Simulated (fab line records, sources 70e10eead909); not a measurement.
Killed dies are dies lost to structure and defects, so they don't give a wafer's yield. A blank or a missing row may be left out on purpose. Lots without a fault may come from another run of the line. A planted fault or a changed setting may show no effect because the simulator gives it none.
A struck lot beside a sound one | flow nand_harc | 32 steps out of a route of 1302
Sound: wafers L586.1, L586.2, L586.5. Struck: wafers L580.2, L580.3, L580.6. The cause comes at the end.
At each step with rows: each side's tool, then ch and its chambers, then its first start. Under that, the readings that differ: sound wafers | struck wafers | difference of the means | sigmas: that difference in standard deviations of wafers without a fault.
alike: readings whose means differ by less than 2 such deviations, and words and numbers that are the same on both sides. not compared: withheld readings, readings that some wafer has no value for, bounds like >300 that may hide the same value, and numbers for which the record gives no deviation and whose values overlap.
The two part at a step that has a row with sigmas, a row that says differs or no value, or rows on one side only. Numbers that don't overlap but have no deviation are shown without sigmas and don't part them. A reading that every wafer of one side lacks parts them only if that side has two wafers or more.

first, 2 steps without rows for these wafers: NHARC_A_CHANNEL_HOLE_D2_PEB_08 (peb time 65 s); NHARC_A_CHANNEL_HOLE_D2_DEVELOP_09 (develop time 35 s).
NHARC_A_CHANNEL_HOLE_D2_CD_MEAS_10: target cd 100 nm.
  sound on cd_sem-01 ch 0, day 22 18:35; struck on cd_sem-02 ch 0, day 20 09:43
  alike: cd_nm
NHARC_A_CHANNEL_HOLE_D2_OVL_MEAS_11:
  sound on overlay-02, day 22 18:40; struck on overlay-02, day 20 09:49
  alike: overlay_x_nm, overlay_y_nm
NHARC_A_CHANNEL_HOLE_D2_INSPECT_12:
  sound on defect_inspect-02, day 22 18:42; struck on defect_inspect-02, day 20 09:52
  alike: raw_defect_count
then, 2 steps without rows for these wafers: NHARC_A_CHANNEL_HOLE_D2_DESCUM_15 (chemistry O2, time 3 s); NHARC_A_CHANNEL_HOLE_D2_ETCH_38 (etches the open film in CF4, target depth 39 nm, time 65 s).
NHARC_A_CHANNEL_HOLE_D2_ETCH_39: etches the open film in N2/H2, target depth 260 nm, time 325 s.
  sound on rie_diel-12 ch 2,3; struck on rie_diel-02 ch 1,2,3
  alike: drypump_motor_current_A, n2_flow_sccm, oes_product_au, rf_vpp_V, showerhead_plenum_p_Torr, throttle_valve_pct
  not compared: rf_hours_counter_h
then, 2 steps without rows for these wafers: NHARC_A_CHANNEL_HOLE_D2_ETCH_34 (etches the open film in CF4/CHF3, target depth 154 nm, time 77 s); NHARC_A_CHANNEL_HOLE_D2_ETCH_16 (etches the open film in O2/COS, target depth 3100 nm, time 806 s).
NHARC_A_CHANNEL_HOLE_D2_CD_MEAS_18:
  sound on cd_sem-01, day 22 19:52; struck on cd_sem-03, day 20 11:02
  alike: cd_nm
then, 1 step without rows for these wafers: NHARC_A_CHANNEL_HOLE_D2_ETCH_19 (etches the open film in C4F8/O2/Ar, time 34.5 s).
NHARC_A_CHANNEL_HOLE_D2_ETCH_20: etches the open film in C4F8/O2/Ar, time 361.9 s, target depth 1600 nm.
  sound on har_etch-01 ch 0,1, day 22 20:03; struck on har_etch-01 ch 0,1, day 20 11:13
  alike: drypump_motor_current_A, showerhead_plenum_p_Torr, throttle_valve_pct
  not compared: rf_hours_counter_h
then, 2 steps without rows for these wafers: NHARC_A_CHANNEL_HOLE_D2_ETCH_21 (etches the open film in C4F8/O2/Ar, time 514.3 s, target depth 1600 nm); NHARC_A_CHANNEL_HOLE_D2_ETCH_22 (etches the open film in C4F8/O2/Ar, time 666.7 s, target depth 1600 nm).
NHARC_A_CHANNEL_HOLE_D2_ETCH_23: etches the open film in C4F8/O2/Ar, time 819 s, target depth 1600 nm.
  sound on har_etch-01 ch 0,1, day 22 21:23; struck on har_etch-01 ch 0,1, day 20 12:33
  alike: drypump_motor_current_A, showerhead_plenum_p_Torr, throttle_valve_pct
  not compared: rf_hours_counter_h
NHARC_A_CHANNEL_HOLE_D2_ETCH_24: etches the open film in C4F8/O2/Ar, time 906.2 s, target depth 1500 nm.
  sound on har_etch-01 ch 0,1, day 22 22:05; struck on har_etch-01 ch 0,1, day 20 13:14
  alike: drypump_motor_current_A, showerhead_plenum_p_Torr, throttle_valve_pct
  not compared: rf_hours_counter_h
NHARC_A_CHANNEL_HOLE_D2_ETCH_25: etches the open film in C4F8/O2/Ar, time 1040.2 s, target depth 1500 nm.
  sound on har_etch-01 ch 0,1, day 22 22:51; struck on har_etch-01 ch 0,1, day 20 14:01
  alike: drypump_motor_current_A, showerhead_plenum_p_Torr, throttle_valve_pct
  not compared: rf_hours_counter_h
then, 6 steps without rows for these wafers: NHARC_A_CHANNEL_HOLE_D2_ETCH_26 (etches the open film in C4F8/O2/Ar, time 224.1 s, target depth 300 nm); NHARC_A_CHANNEL_HOLE_D2_ETCH_27 (etches the open film in C4F8/O2/Ar, time 90 s, target depth 400 nm); NHARC_A_CHANNEL_HOLE_D2_STRIP_41 (strips in N2/H2); NHARC_A_CHANNEL_HOLE_D2_STRIP_42 (strips in CF4/CHF3); NHARC_A_CHANNEL_HOLE_D2_STRIP_43 (strips in O2/COS); NHARC_A_CHANNEL_HOLE_D2_ETCH_44 (etches the open film in CF4/O2, target depth 140 nm, overetch 14 nm, time 77 s).
NHARC_A_CHANNEL_HOLE_D2_STRIP_28: strips in O2.
  sound on rie_diel-02 ch 0,1,2; struck on rie_diel-02 ch 2,3
  alike: drypump_motor_current_A, oes_product_au, rf_vpp_V, showerhead_plenum_p_Torr, throttle_valve_pct
  not compared: rf_hours_counter_h
then, 2 steps without rows for these wafers: NHARC_A_CHANNEL_HOLE_D2_PRECLEAN_29 (cleans in SC1); NHARC_A_CHANNEL_HOLE_D2_SRD_30.
NHARC_A_CHANNEL_HOLE_D2_CD_MEAS_31:
  sound on cd_sem-02, day 23 01:28; struck on cd_sem-01, day 20 16:40
  alike: cd_nm
then, 1 step without rows for these wafers: NHARC_A_CHANNEL_HOLE_D2_XSEM_32.
NHARC_A_CHANNEL_HOLE_D2_INSPECT_40:
  sound on defect_inspect-01, day 23 01:40; struck on defect_inspect-01, day 20 16:50
  reading          | sound       | struck      | difference | sigmas
  raw_defect_count | 432 313 407 | 761 871 820 | +433       | +6
then, 1 step without rows for these wafers: NHARC_A_CHANNEL_FILL_D2_PRECLEAN_00 (cleans in SC1).
-- the record jumps here: 11 days lie between the struck wafers' starts before and after (it left off in module A_CHANNEL_FILL_D2 and takes up again in module END, whose first step shown is number 1302 of the route) --
NHARC_END_SORT_01:
  the record has rows for the struck wafers here (prober-01 ch 0, day 31 20:38) and none for the sound ones

WHERE THEY PART
First at NHARC_A_CHANNEL_HOLE_D2_INSPECT_40; last, within this record, at NHARC_END_SORT_01.

WHY: what the simulator had put in
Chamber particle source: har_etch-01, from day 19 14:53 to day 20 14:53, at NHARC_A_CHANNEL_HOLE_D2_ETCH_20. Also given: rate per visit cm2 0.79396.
